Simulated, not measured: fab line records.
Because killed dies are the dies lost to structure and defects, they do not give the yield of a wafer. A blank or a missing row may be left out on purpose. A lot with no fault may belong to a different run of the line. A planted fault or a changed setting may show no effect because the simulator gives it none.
Which tool did it? / flow nand_harc / 39 wafers from 13 lots sampled at 5 of the route's 1159 steps

== WHAT THE GAUGES SHOWED, per wafer ==
NHARC_A_M0_CD_MEAS_09 targets a cd of 80 nm.
lot=L349; measured=day 17 22:31; on=cd_sem-02; cd_nm (nm)=79.6 79.9 79.9
lot=L347; measured=day 17 16:54; on=cd_sem-02; cd_nm (nm)=80.1 80.1 80.7
lot=L346; measured=day 17 23:44; on=cd_sem-02; cd_nm (nm)=80.0 79.0 80.0
lot=L350; measured=day 17 21:13; on=cd_sem-02; cd_nm (nm)=79.6 79.9 80.0
lot=L351; measured=day 18 02:11; on=cd_sem-01; cd_nm (nm)=80.4 80.4 79.6
lot=L348; measured=day 18 05:08; on=cd_sem-02; cd_nm (nm)=79.9 81.0 80.6
lot=L356; measured=day 20 02:11; on=cd_sem-03; cd_nm (nm)=80.5 80.4 81.3
lot=L359; measured=day 21 02:04; on=cd_sem-02; cd_nm (nm)=79.7 80.3 80.6
lot=L361; measured=day 20 22:49; on=cd_sem-01; cd_nm (nm)=80.1 79.9 79.2
lot=L365; measured=day 22 04:37; on=cd_sem-02; cd_nm (nm)=79.3 79.2 80.3
lot=L364; measured=day 22 04:17; on=cd_sem-02; cd_nm (nm)=80.2 80.1 81.2
lot=L367; measured=day 23 04:02; on=cd_sem-02; cd_nm (nm)=80.1 80.2 80.8
lot=L368; measured=day 22 18:40; on=cd_sem-02; cd_nm (nm)=79.6 80.2 80.1

NHARC_A_M0_THK_MEAS_24: measures by xrf.
lot=L349; measured=day 18 01:06; on=film_metro-02; thk_nm (nm)=114.7 115.5 114.8
lot=L347; measured=day 17 19:29; on=film_metro-01; thk_nm (nm)=113.6 111.4 113.5
lot=L346; measured=day 18 02:19; on=film_metro-01; thk_nm (nm)=116.6 116.0 115.8
lot=L350; measured=day 17 23:47; on=film_metro-01; thk_nm (nm)=116.3 111.7 113.6
lot=L351; measured=day 18 04:53; on=film_metro-02; thk_nm (nm)=112.2 111.8 114.8
lot=L348; measured=day 18 07:38; on=film_metro-02; thk_nm (nm)=111.2 111.8 113.8
lot=L356; measured=day 20 04:42; on=film_metro-01; thk_nm (nm)=113.0 113.1 114.9
lot=L359; measured=day 21 04:35; on=film_metro-01; thk_nm (nm)=112.7 112.3 114.0
lot=L361; measured=day 21 01:20; on=film_metro-02; thk_nm (nm)=113.2 113.7 113.7
lot=L365; measured=day 22 07:23; on=film_metro-02; thk_nm (nm)=112.5 113.9 114.5
lot=L364; measured=day 22 07:03; on=film_metro-02; thk_nm (nm)=111.0 111.9 110.3
lot=L367; measured=day 23 06:35; on=film_metro-01; thk_nm (nm)=114.1 113.1 113.2
lot=L368; measured=day 22 21:10; on=film_metro-02; thk_nm (nm)=113.4 116.0 114.2

NHARC_END_SORT_01.
lot=L348; measured=day 20 11:32; on=prober-02; killed_at_array=99 113 110; killed_at_other=0 0 0; killed_at_periphery=7 4 0; killed_dies=106 117 110; killed_open=3 2 1; killed_short=2 1 4
lot=L356; measured=day 21 18:34; on=prober-02; killed_at_array=95 117 45; killed_at_other=1 0 0; killed_at_periphery=3 4 5; killed_dies=99 121 50; killed_open=0 1 6; killed_short=1 2 2

== WHAT TOOL EACH LOT RAN ON (gives the tool, then ch and the chambers of the sampled wafers, and finally the start) ==
lot=L349; NHARC_A_STAIRCASE_ALD_420=ald_hk-02 ch 2,3, day 12 15:18; NHARC_A_BONDPAD_DESCUM_11=rie_diel-08 ch 2,3, day 18 08:05
lot=L347; NHARC_A_STAIRCASE_ALD_420=ald_hk-01 ch 0,1,2, day 12 15:19; NHARC_A_BONDPAD_DESCUM_11=rie_diel-08 ch 0,3, day 18 02:02
lot=L346; NHARC_A_STAIRCASE_ALD_420=ald_hk-01 ch 0,2, day 12 19:34; NHARC_A_BONDPAD_DESCUM_11=rie_diel-06 ch 0,2,3, day 18 08:49
lot=L350; NHARC_A_STAIRCASE_ALD_420=ald_hk-04 ch 0,1,2, day 12 19:53; NHARC_A_BONDPAD_DESCUM_11=rie_diel-10 ch 0,1,2, day 18 06:31
lot=L351; NHARC_A_STAIRCASE_ALD_420=ald_hk-01 ch 0,1,3, day 13 00:23; NHARC_A_BONDPAD_DESCUM_11=rie_diel-08 ch 0,1, day 18 11:12
lot=L348; NHARC_A_STAIRCASE_ALD_420=ald_hk-01 ch 0,2, day 13 03:34; NHARC_A_BONDPAD_DESCUM_11=rie_diel-10 ch 0,2,3, day 18 14:28
lot=L356; NHARC_A_STAIRCASE_ALD_420=ald_hk-01 ch 0,1,3, day 14 13:50; NHARC_A_BONDPAD_DESCUM_11=rie_diel-08 ch 0,2,3, day 20 11:11
lot=L359; NHARC_A_STAIRCASE_ALD_420=ald_hk-04 ch 0,1,3, day 15 17:56; NHARC_A_BONDPAD_DESCUM_11=rie_diel-06 ch 0,1,2, day 21 11:19
lot=L361; NHARC_A_STAIRCASE_ALD_420=ald_hk-04 ch 1,2,3, day 15 20:53; NHARC_A_BONDPAD_DESCUM_11=rie_diel-08 ch 2,3, day 21 08:00
lot=L365; NHARC_A_STAIRCASE_ALD_420=ald_hk-01 ch 1,2,3, day 16 19:46; NHARC_A_BONDPAD_DESCUM_11=rie_diel-06 ch 0,1,2, day 22 14:08
lot=L364; NHARC_A_STAIRCASE_ALD_420=ald_hk-02 ch 0,1,3, day 16 20:06; NHARC_A_BONDPAD_DESCUM_11=rie_diel-06 ch 0,2,3, day 22 13:30
lot=L367; NHARC_A_STAIRCASE_ALD_420=ald_hk-04 ch 1,3, day 17 08:22; NHARC_A_BONDPAD_DESCUM_11=rie_diel-06 ch 0,1, day 23 13:44
lot=L368; NHARC_A_STAIRCASE_ALD_420=ald_hk-01 ch 2,3, day 17 12:37; NHARC_A_BONDPAD_DESCUM_11=rie_diel-06 ch 0,2, day 23 03:34
- NHARC_A_STAIRCASE_ALD_420: deposits SiO2, target thk 20 nm, pulse time 6 s, ald cycles 200.
- NHARC_A_BONDPAD_DESCUM_11: chemistry O2, time 3 s.

== AS READ BY THE TOOLS THEMSELVES (means over the sampled wafers that have a number; for cases with no such wafer, the mark the record gives instead) ==
NHARC_A_STAIRCASE_ALD_420.
lot=L349; tool=ald_hk-02; heater_power_outer_w (W)=244; heater_power_w (W)=454; precursor_pulse_height_rel=0.996; susceptor_temp_C (C)=299.97
lot=L347; tool=ald_hk-01; heater_power_outer_w (W)=254; heater_power_w (W)=449; precursor_pulse_height_rel=1.005; susceptor_temp_C (C)=299.99
lot=L346; tool=ald_hk-01; heater_power_outer_w (W)=249; heater_power_w (W)=450; precursor_pulse_height_rel=0.984; susceptor_temp_C (C)=299.81
lot=L350; tool=ald_hk-04; heater_power_outer_w (W)=264; heater_power_w (W)=501; precursor_pulse_height_rel=0.999; susceptor_temp_C (C)=300.02
lot=L351; tool=ald_hk-01; heater_power_outer_w (W)=256; heater_power_w (W)=452; precursor_pulse_height_rel=1.006; susceptor_temp_C (C)=300.20
lot=L348; tool=ald_hk-01; heater_power_outer_w (W)=251; heater_power_w (W)=443; precursor_pulse_height_rel=1.006; susceptor_temp_C (C)=300.13
lot=L356; tool=ald_hk-01; heater_power_outer_w (W)=253; heater_power_w (W)=452; precursor_pulse_height_rel=0.993; susceptor_temp_C (C)=299.94
lot=L359; tool=ald_hk-04; heater_power_outer_w (W)=276; heater_power_w (W)=496; precursor_pulse_height_rel=0.983; susceptor_temp_C (C)=299.80
lot=L361; tool=ald_hk-04; heater_power_outer_w (W)=270; heater_power_w (W)=492; precursor_pulse_height_rel=0.991; susceptor_temp_C (C)=300.05
lot=L365; tool=ald_hk-01; heater_power_outer_w (W)=250; heater_power_w (W)=467; precursor_pulse_height_rel=1.012; susceptor_temp_C (C)=299.81
lot=L364; tool=ald_hk-02; heater_power_outer_w (W)=264; heater_power_w (W)=470; precursor_pulse_height_rel=1.013; susceptor_temp_C (C)=300.05
lot=L367; tool=ald_hk-04; heater_power_outer_w (W)=264; heater_power_w (W)=482; precursor_pulse_height_rel=1.006; susceptor_temp_C (C)=299.98
lot=L368; tool=ald_hk-01; heater_power_outer_w (W)=254; heater_power_w (W)=456; precursor_pulse_height_rel=1.014; susceptor_temp_C (C)=299.94

NHARC_A_BONDPAD_DESCUM_11.
lot=L349; tool=rie_diel-08; drypump_motor_current_A (A)=5.7; oes_product_au (a.u.)=1.001; rf_vpp_V (V)=57.7; showerhead_plenum_p_Torr (Torr)=1.81; throttle_valve_pct (%)=11.308
lot=L347; tool=rie_diel-08; drypump_motor_current_A (A)=5.6; oes_product_au (a.u.)=1.013; rf_vpp_V (V)=57.6; showerhead_plenum_p_Torr (Torr)=1.89; throttle_valve_pct (%)=11.309
lot=L346; tool=rie_diel-06; drypump_motor_current_A (A)=5.6; oes_product_au (a.u.)=0.997; rf_vpp_V (V)=57.3; showerhead_plenum_p_Torr (Torr)=1.89; throttle_valve_pct (%)=11.304
lot=L350; tool=rie_diel-10; drypump_motor_current_A (A)=5.4; oes_product_au (a.u.)=0.988; rf_vpp_V (V)=58.2; showerhead_plenum_p_Torr (Torr)=1.88; throttle_valve_pct (%)=11.310
lot=L351; tool=rie_diel-08; drypump_motor_current_A (A)=6.0; oes_product_au (a.u.)=1.006; rf_vpp_V (V)=58.2; showerhead_plenum_p_Torr (Torr)=1.93; throttle_valve_pct (%)=11.304
lot=L348; tool=rie_diel-10; drypump_motor_current_A (A)=5.6; oes_product_au (a.u.)=0.988; rf_vpp_V (V)=58.0; showerhead_plenum_p_Torr (Torr)=1.92; throttle_valve_pct (%)=11.306
lot=L356; tool=rie_diel-08; drypump_motor_current_A (A)=5.7; oes_product_au (a.u.)=1.002; rf_vpp_V (V)=57.3; showerhead_plenum_p_Torr (Torr)=1.85; throttle_valve_pct (%)=11.306
lot=L359; tool=rie_diel-06; drypump_motor_current_A (A)=5.9; oes_product_au (a.u.)=0.996; rf_vpp_V (V)=57.8; showerhead_plenum_p_Torr (Torr)=1.92; throttle_valve_pct (%)=11.310
lot=L361; tool=rie_diel-08; drypump_motor_current_A (A)=5.6; oes_product_au (a.u.)=1.000; rf_vpp_V (V)=57.4; showerhead_plenum_p_Torr (Torr)=1.86; throttle_valve_pct (%)=11.320
lot=L365; tool=rie_diel-06; drypump_motor_current_A (A)=5.9; oes_product_au (a.u.)=1.000; rf_vpp_V (V)=58.7; showerhead_plenum_p_Torr (Torr)=1.92; throttle_valve_pct (%)=11.312
lot=L364; tool=rie_diel-06; drypump_motor_current_A (A)=5.6; oes_product_au (a.u.)=1.015; rf_vpp_V (V)=57.1; showerhead_plenum_p_Torr (Torr)=1.89; throttle_valve_pct (%)=11.310
lot=L367; tool=rie_diel-06; drypump_motor_current_A (A)=6.1; oes_product_au (a.u.)=1.001; rf_vpp_V (V)=57.8; showerhead_plenum_p_Torr (Torr)=1.90; throttle_valve_pct (%)=11.312
lot=L368; tool=rie_diel-06; drypump_motor_current_A (A)=5.7; oes_product_au (a.u.)=1.016; rf_vpp_V (V)=58.2; showerhead_plenum_p_Torr (Torr)=1.91; throttle_valve_pct (%)=11.310

== THE ANSWER, worked out from the rows above alone ==
Rule: usual is defined by the lots themselves. The widest of any qualifying gaps counts: lots, ordered by their means at a reading, are off when they make up no more than a third of the lots, leave a main group of 4 or more, and stand apart from it by 3 or more times the standard deviation of that group's means. A main group is skipped when, at the precision printed for the reading in the tables above, its means are all equal. A lot without any number at a reading at which 4 lots or more have one is off too. Any other lot the step has rows for is counted as sound. First the gauges in route order, then the tools' own readings, where a lot's mean is used as printed above. At the first step where some lot is off, the reading lying furthest off is the one used; lots without a number count as furthest.
No lot is off at any reading shown: from this, nothing can be told.

== WHAT THE SIMULATOR HAD INSERTED ==
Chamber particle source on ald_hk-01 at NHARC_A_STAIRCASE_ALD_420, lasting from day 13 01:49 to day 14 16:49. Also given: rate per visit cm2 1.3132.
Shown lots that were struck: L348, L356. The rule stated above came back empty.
